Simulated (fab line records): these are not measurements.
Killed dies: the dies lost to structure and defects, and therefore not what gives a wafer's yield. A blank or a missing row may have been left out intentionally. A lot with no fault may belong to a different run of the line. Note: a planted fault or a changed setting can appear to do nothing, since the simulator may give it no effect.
The tool behind it: which one? | flow n5-finfet | 23 lots with 69 wafers sampled at 5 steps, on a route of 1938 steps

## WHAT THE GAUGES READ, wafer by wafer
N5_BEOL_M6_CD_MEAS_35: target cd 40 nm, target cd y 28 nm.
lot  | measured     | on        | cd-nm (nm)
L074 | day 8 14:25  | cd-sem-01 | 37.9 39.4 40.5
L076 | day 8 17:10  | cd-sem-03 | 40.3 40.6 40.2
L075 | day 8 22:18  | cd-sem-02 | 39.4 39.2 40.0
L078 | day 9 17:59  | cd-sem-01 | 39.5 39.4 39.8
L077 | day 9 22:20  | cd-sem-01 | 40.3 40.3 40.6
L079 | day 9 23:01  | cd-sem-02 | 39.4 38.7 39.9
L080 | day 10 14:36 | cd-sem-03 | 38.2 39.4 38.1
L081 | day 10 19:00 | cd-sem-03 | 38.8 39.3 37.6
L083 | day 10 18:51 | cd-sem-03 | 39.9 40.8 39.9
L082 | day 10 21:11 | cd-sem-02 | 37.8 39.9 39.1
L085 | day 11 08:11 | cd-sem-01 | 39.4 38.4 39.3
L084 | day 11 08:00 | cd-sem-03 | 39.6 40.3 40.0
L086 | day 11 22:07 | cd-sem-01 | 41.6 41.3 40.6
L087 | day 12 11:14 | cd-sem-03 | 40.4 40.0 39.5
L090 | day 12 14:58 | cd-sem-01 | 38.5 38.0 37.3
L089 | day 12 17:36 | cd-sem-01 | 40.0 40.2 38.8
L092 | day 12 17:10 | cd-sem-01 | 39.4 40.4 41.1
L091 | day 13 01:44 | cd-sem-03 | 40.4 40.3 39.9
L093 | day 13 14:52 | cd-sem-01 | 40.6 39.2 41.6
L095 | day 13 17:23 | cd-sem-02 | 38.8 38.8 40.6
L094 | day 13 21:12 | cd-sem-01 | 39.9 39.5 38.8
L097 | day 14 12:10 | cd-sem-01 | 39.0 40.2 38.6
L096 | day 14 12:21 | cd-sem-03 | 39.1 39.2 38.7

## TOOL THAT RAN EACH LOT (tool first, then ch and the chambers of the sampled wafers, then the start)
lot  | N5_BEOL_M5_CURE_80            | N5_BEOL_M6_CURE_74            | N5_BEOL_M6_ETCH_61                 | N5_BEOL_M6_STRIP_67
L074 | uv-cure-01 ch 1, day 8 02:10  | uv-cure-01 ch 2, day 8 09:23  | rie-diel-01 ch 0,2,3, day 8 11:32  | rie-diel-01 ch 0,2,3, day 8 11:44
L076 | uv-cure-01 ch 2, day 8 06:35  | uv-cure-03 ch 2, day 8 13:17  | rie-diel-06 ch 0,3, day 8 15:28    | rie-diel-06 ch 0,3, day 8 15:40
L075 | uv-cure-02 ch 2, day 8 10:40  | uv-cure-03 ch 2, day 8 18:10  | rie-diel-01 ch 0,2,3, day 8 20:04  | rie-diel-01 ch 0,2,3, day 8 20:17
L078 | uv-cure-02 ch 0, day 9 06:27  | uv-cure-02 ch 2, day 9 13:22  | rie-diel-06 ch 2,3, day 9 15:21    | rie-diel-06 ch 2,3, day 9 15:34
L077 | uv-cure-01 ch 0, day 9 08:04  | uv-cure-03 ch 1, day 9 16:17  | rie-diel-04 ch 2,3, day 9 18:53    | rie-diel-04 ch 2,3, day 9 19:05
L079 | uv-cure-03 ch 0, day 9 09:27  | uv-cure-01 ch 1, day 9 17:14  | rie-diel-04 ch 0,2,3, day 9 19:08  | rie-diel-04 ch 0,2,3, day 9 19:20
L080 | uv-cure-01 ch 2, day 10 00:47 | uv-cure-01 ch 2, day 10 08:49 | rie-diel-01 ch 1,2,3, day 10 11:00 | rie-diel-01 ch 1,2,3, day 10 11:13
L081 | uv-cure-02 ch 1, day 10 02:48 | uv-cure-03 ch 2, day 10 10:44 | rie-diel-01 ch 0,1, day 10 14:55   | rie-diel-01 ch 0,1, day 10 15:07
L083 | uv-cure-03 ch 0, day 10 08:01 | uv-cure-03 ch 0, day 10 15:14 | rie-diel-04 ch 1,3, day 10 16:58   | rie-diel-04 ch 1,3, day 10 17:10
L082 | uv-cure-01 ch 1, day 10 10:09 | uv-cure-03 ch 2, day 10 17:05 | rie-diel-01 ch 0,3, day 10 19:35   | rie-diel-01 ch 0,3, day 10 19:47
L085 | uv-cure-02 ch 1, day 10 19:41 | uv-cure-02 ch 1, day 11 02:38 | rie-diel-01 ch 0,1,3, day 11 05:47 | rie-diel-01 ch 0,1,3, day 11 05:59
L084 | uv-cure-03 ch 0, day 10 20:13 | uv-cure-03 ch 0, day 11 03:03 | rie-diel-06 ch 0,1,3, day 11 05:37 | rie-diel-06 ch 0,1,3, day 11 05:49
L086 | uv-cure-01 ch 1, day 11 12:20 | uv-cure-03 ch 1, day 11 19:17 | rie-diel-06 ch 2,3, day 11 20:23   | rie-diel-06 ch 2,3, day 11 20:35
L087 | uv-cure-03 ch 0, day 11 22:34 | uv-cure-03 ch 1, day 12 05:19 | rie-diel-04 ch 0,2, day 12 07:04   | rie-diel-04 ch 0,2, day 12 07:16
L090 | uv-cure-02 ch 1, day 12 04:26 | uv-cure-01 ch 0, day 12 11:16 | rie-diel-01 ch 1,2,3, day 12 12:49 | rie-diel-01 ch 1,2,3, day 12 13:01
L089 | uv-cure-02 ch 2, day 12 05:32 | uv-cure-03 ch 0, day 12 12:29 | rie-diel-04 ch 1,2, day 12 14:40   | rie-diel-04 ch 1,2, day 12 14:52
L092 | uv-cure-01 ch 1, day 12 05:55 | uv-cure-02 ch 0, day 12 12:59 | rie-diel-04 ch 1,2,3, day 12 14:55 | rie-diel-04 ch 1,2,3, day 12 15:07
L091 | uv-cure-01 ch 1, day 12 11:53 | uv-cure-03 ch 1, day 12 22:05 | rie-diel-06 ch 0,2,3, day 12 23:40 | rie-diel-06 ch 0,2,3, day 12 23:52
L093 | uv-cure-02 ch 0, day 13 02:36 | uv-cure-01 ch 0, day 13 10:50 | rie-diel-06 ch 1,2,3, day 13 13:13 | rie-diel-06 ch 1,2,3, day 13 13:25
L095 | uv-cure-01 ch 2, day 13 06:59 | uv-cure-03 ch 0, day 13 13:52 | rie-diel-01 ch 0,2,3, day 13 15:34 | rie-diel-01 ch 0,2,3, day 13 15:46
L094 | uv-cure-03 ch 1, day 13 10:51 | uv-cure-02 ch 2, day 13 17:46 | rie-diel-04 ch 2,3, day 13 19:23   | rie-diel-04 ch 2,3, day 13 19:35
L097 | uv-cure-02 ch 0, day 13 23:28 | uv-cure-03 ch 1, day 14 07:14 | rie-diel-01 ch 0,3, day 14 08:51   | rie-diel-01 ch 0,3, day 14 09:04
L096 | uv-cure-03 ch 2, day 14 00:51 | uv-cure-02 ch 2, day 14 08:09 | rie-diel-01 ch 0,1,3, day 14 09:53 | rie-diel-01 ch 0,1,3, day 14 10:05
- N5_BEOL_M5_CURE_80: cures SiCOH lowk, time 120 s.
- N5_BEOL_M6_CURE_74: cures SiCOH lowk, time 240 s.
- N5_BEOL_M6_ETCH_61: etches SiARC in CF4, target depth 45.5 nm, time 75.8 s.
- N5_BEOL_M6_STRIP_67: strips in CF4.

## AS READ BY THE TOOLS THEMSELVES (means over the sampled wafers that have a number; for cases with no such wafer, the mark the record gives instead)
N5_BEOL_M5_CURE_80.
lot  | tool       | lamp-power-pct (%) | wafer_temp_C_max
L074 | uv-cure-01 | 52.32              | 371.2
L076 | uv-cure-01 | 52.37              | 372.4
L075 | uv-cure-02 | 52.33              | 371.4
L078 | uv-cure-02 | 52.32              | 372.1
L077 | uv-cure-01 | 52.26              | 371.8
L079 | uv-cure-03 | 52.29              | 372.0
L080 | uv-cure-01 | 52.29              | 372.4
L081 | uv-cure-02 | 52.29              | 371.8
L083 | uv-cure-03 | 52.32              | 372.5
L082 | uv-cure-01 | 52.39              | 370.9
L085 | uv-cure-02 | 52.32              | 371.9
L084 | uv-cure-03 | 52.33              | 372.0
L086 | uv-cure-01 | 52.30              | 371.3
L087 | uv-cure-03 | 52.34              | 372.3
L090 | uv-cure-02 | 52.32              | 371.3
L089 | uv-cure-02 | 52.37              | 371.2
L092 | uv-cure-01 | 52.32              | 371.1
L091 | uv-cure-01 | 52.33              | 371.3
L093 | uv-cure-02 | 52.36              | 372.4
L095 | uv-cure-01 | 52.31              | 372.0
L094 | uv-cure-03 | 52.26              | 372.1
L097 | uv-cure-02 | 52.34              | 371.9
L096 | uv-cure-03 | 52.31              | 371.3

N5_BEOL_M6_CURE_74.
lot  | tool       | lamp-power-pct (%) | wafer_temp_C_max
L074 | uv-cure-01 | 52.38              | 387.7
L076 | uv-cure-03 | 52.30              | 386.8
L075 | uv-cure-03 | 52.28              | 386.5
L078 | uv-cure-02 | 52.33              | 386.7
L077 | uv-cure-03 | 52.27              | 387.0
L079 | uv-cure-01 | 52.31              | 386.4
L080 | uv-cure-01 | 52.29              | 387.1
L081 | uv-cure-03 | 52.30              | 386.9
L083 | uv-cure-03 | 52.30              | 387.3
L082 | uv-cure-03 | 52.30              | 386.2
L085 | uv-cure-02 | 52.26              | 387.0
L084 | uv-cure-03 | 52.30              | 387.1
L086 | uv-cure-03 | 52.36              | 387.0
L087 | uv-cure-03 | 52.32              | 386.5
L090 | uv-cure-01 | 52.28              | 386.2
L089 | uv-cure-03 | 52.27              | 387.7
L092 | uv-cure-02 | 52.33              | 386.7
L091 | uv-cure-03 | 52.39              | 386.4
L093 | uv-cure-01 | 52.35              | 386.2
L095 | uv-cure-03 | 52.26              | 387.1
L094 | uv-cure-02 | 52.31              | 386.0
L097 | uv-cure-03 | 52.27              | 387.5
L096 | uv-cure-02 | 52.30              | 386.5

N5_BEOL_M6_ETCH_61.
lot  | tool        | cf4-flow-sccm (sccm) | chamber-pressure-mTorr (mTorr) | drypump-motor-current-A (A) | etch-rf-on-time-s (s) | oes-product-au (a.u.) | rf-fwd-power-W (W) | rf-vpp-V (V) | showerhead-plenum-p-Torr (Torr) | throttle-valve-pct (%)
L074 | rie-diel-01 | 100.16               | 39.98                          | 5.5                         | 76.1                  | 0.68                  | 540.9              | 183.8        | 2.13                            | 15.76
L076 | rie-diel-06 | 99.97                | 39.98                          | 5.8                         | 77.0                  | 0.70                  | 541.6              | 184.6        | 2.11                            | 15.27
L075 | rie-diel-01 | 100.10               | 39.99                          | 5.5                         | 76.4                  | 0.68                  | 539.0              | 183.7        | 2.12                            | 15.76
L078 | rie-diel-06 | 99.87                | 39.99                          | 5.9                         | 73.0                  | 0.71                  | 538.5              | 184.3        | 2.16                            | 15.58
L077 | rie-diel-04 | 100.16               | 40.00                          | 5.9                         | 76.4                  | 0.64                  | 539.9              | 184.1        | 2.12                            | 15.42
L079 | rie-diel-04 | 100.18               | 39.99                          | 6.0                         | 74.0                  | 0.67                  | 539.2              | 183.8        | 2.15                            | 15.39
L080 | rie-diel-01 | 100.04               | 40.02                          | 5.6                         | 76.8                  | 0.71                  | 538.9              | 185.4        | 2.21                            | 15.79
L081 | rie-diel-01 | 100.15               | 40.01                          | 5.4                         | 75.4                  | 0.65                  | 541.5              | 185.0        | 2.19                            | 15.83
L083 | rie-diel-04 | 100.13               | 40.00                          | 5.7                         | 77.9                  | 0.61                  | 539.0              | 182.8        | 2.10                            | 15.57
L082 | rie-diel-01 | 99.95                | 40.01                          | 5.2                         | 74.5                  | 0.71                  | 540.0              | 185.0        | 2.17                            | 15.55
L085 | rie-diel-01 | 99.91                | 40.02                          | 5.4                         | 76.4                  | 0.67                  | 539.9              | 184.6        | 2.18                            | 15.73
L084 | rie-diel-06 | 100.14               | 39.98                          | 5.8                         | 74.5                  | 0.74                  | 540.0              | 184.6        | 2.14                            | 15.40
L086 | rie-diel-06 | 99.85                | 40.00                          | 5.8                         | 72.9                  | 0.69                  | 538.8              | 184.6        | 2.16                            | 15.75
L087 | rie-diel-04 | 100.05               | 40.04                          | 6.0                         | 72.6                  | 0.68                  | 537.5              | 184.0        | 2.17                            | 15.38
L090 | rie-diel-01 | 100.10               | 40.03                          | 5.6                         | 77.6                  | 0.68                  | 539.7              | 184.4        | 2.21                            | 15.82
L089 | rie-diel-04 | 99.88                | 39.99                          | 5.4                         | 75.6                  | 0.59                  | 541.1              | 184.1        | 2.15                            | 15.62
L092 | rie-diel-04 | 99.66                | 40.04                          | 5.7                         | 76.8                  | 0.60                  | 541.1              | 183.3        | 2.13                            | 15.55
L091 | rie-diel-06 | 99.83                | 40.01                          | 5.8                         | 75.7                  | 0.67                  | 541.4              | 182.6        | 2.13                            | 15.55
L093 | rie-diel-06 | 100.44               | 40.03                          | 5.9                         | 73.0                  | 0.71                  | 541.2              | 183.7        | 2.17                            | 15.65
L095 | rie-diel-01 | 100.23               | 40.00                          | 5.5                         | 77.6                  | 0.71                  | 539.7              | 185.7        | 2.20                            | 15.68
L094 | rie-diel-04 | 99.66                | 40.01                          | 5.7                         | 74.4                  | 0.61                  | 540.4              | 184.2        | 2.15                            | 15.52
L097 | rie-diel-01 | 100.10               | 40.02                          | 5.4                         | 75.9                  | 0.68                  | 540.9              | 184.5        | 2.15                            | 15.69
L096 | rie-diel-01 | 99.97                | 39.94                          | 5.4                         | 74.8                  | 0.65                  | 540.4              | 185.3        | 2.17                            | 15.78

N5_BEOL_M6_STRIP_67.
lot  | tool        | cf4-flow-sccm (sccm) | chamber-pressure-mTorr (mTorr) | drypump-motor-current-A (A) | oes-product-au (a.u.) | rf-vpp-V (V) | showerhead-plenum-p-Torr (Torr) | throttle-valve-pct (%)
L074 | rie-diel-01 | 149.9                | 50.03                          | 5.5                         | 0.80                  | 271.0        | 1.79                            | 13.74
L076 | rie-diel-06 | 150.1                | 50.05                          | 5.7                         | 0.84                  | 271.0        | 1.77                            | 13.24
L075 | rie-diel-01 | 149.8                | 50.03                          | 5.5                         | 0.79                  | 271.1        | 1.78                            | 13.73
L078 | rie-diel-06 | 150.1                | 49.97                          | 5.9                         | 0.81                  | 270.6        | 1.81                            | 13.54
L077 | rie-diel-04 | 150.2                | 49.99                          | 5.9                         | 0.76                  | 271.3        | 1.76                            | 13.35
L079 | rie-diel-04 | 149.7                | 50.04                          | 5.9                         | 0.78                  | 271.1        | 1.79                            | 13.35
L080 | rie-diel-01 | 150.0                | 49.95                          | 5.6                         | 0.84                  | 272.0        | 1.86                            | 13.74
L081 | rie-diel-01 | 150.1                | 49.97                          | 5.4                         | 0.76                  | 271.9        | 1.85                            | 13.86
L083 | rie-diel-04 | 150.3                | 50.03                          | 5.6                         | 0.72                  | 271.2        | 1.76                            | 13.53
L082 | rie-diel-01 | 150.0                | 49.98                          | 5.2                         | 0.83                  | 271.7        | 1.83                            | 13.57
L085 | rie-diel-01 | 149.7                | 49.97                          | 5.4                         | 0.78                  | 271.5        | 1.84                            | 13.75
L084 | rie-diel-06 | 150.1                | 49.98                          | 5.9                         | 0.85                  | 270.6        | 1.80                            | 13.35
L086 | rie-diel-06 | 149.9                | 49.98                          | 5.8                         | 0.79                  | 271.5        | 1.81                            | 13.71
L087 | rie-diel-04 | 150.5                | 50.05                          | 6.0                         | 0.77                  | 271.8        | 1.83                            | 13.38
L090 | rie-diel-01 | 150.4                | 50.03                          | 5.7                         | 0.81                  | 273.0        | 1.85                            | 13.79
L089 | rie-diel-04 | 150.1                | 50.03                          | 5.4                         | 0.68                  | 271.4        | 1.80                            | 13.63
L092 | rie-diel-04 | 149.6                | 49.98                          | 5.7                         | 0.71                  | 271.1        | 1.77                            | 13.52
L091 | rie-diel-06 | 150.1                | 49.96                          | 5.8                         | 0.79                  | 270.6        | 1.78                            | 13.52
L093 | rie-diel-06 | 150.0                | 49.96                          | 5.9                         | 0.82                  | 270.4        | 1.81                            | 13.57
L095 | rie-diel-01 | 149.9                | 50.04                          | 5.5                         | 0.83                  | 272.1        | 1.84                            | 13.65
L094 | rie-diel-04 | 150.1                | 49.93                          | 5.7                         | 0.70                  | 270.7        | 1.79                            | 13.49
L097 | rie-diel-01 | 150.0                | 49.99                          | 5.4                         | 0.80                  | 270.3        | 1.81                            | 13.69
L096 | rie-diel-01 | 149.8                | 49.99                          | 5.4                         | 0.76                  | 271.0        | 1.83                            | 13.81

## THE ANSWER, worked out from the rows above alone
Rule: usual is defined by the lots themselves. Put in order of their means at a reading, lots are off if they are a third of the lots or fewer, leave a main group of 4 or more, and stand apart from it by a gap of 3 or more times the standard deviation of the main group's means; of several such gaps the widest counts. A main group is skipped when, at the precision printed for the reading in the tables above, its means are all equal. Also off: a lot with no number at a reading for which 4 or more lots have one. Where the step has rows for the other lots, those lots are counted as sound. First the gauges in route order, then the tools' own readings, where a lot's mean is used as printed above. At the first step where some lot is off, the reading lying furthest off is the one used; lots without a number count as furthest.
No lot is off on any of the readings shown, so nothing can be concluded from this.

## WHAT THE SIMULATOR HAD PUT IN
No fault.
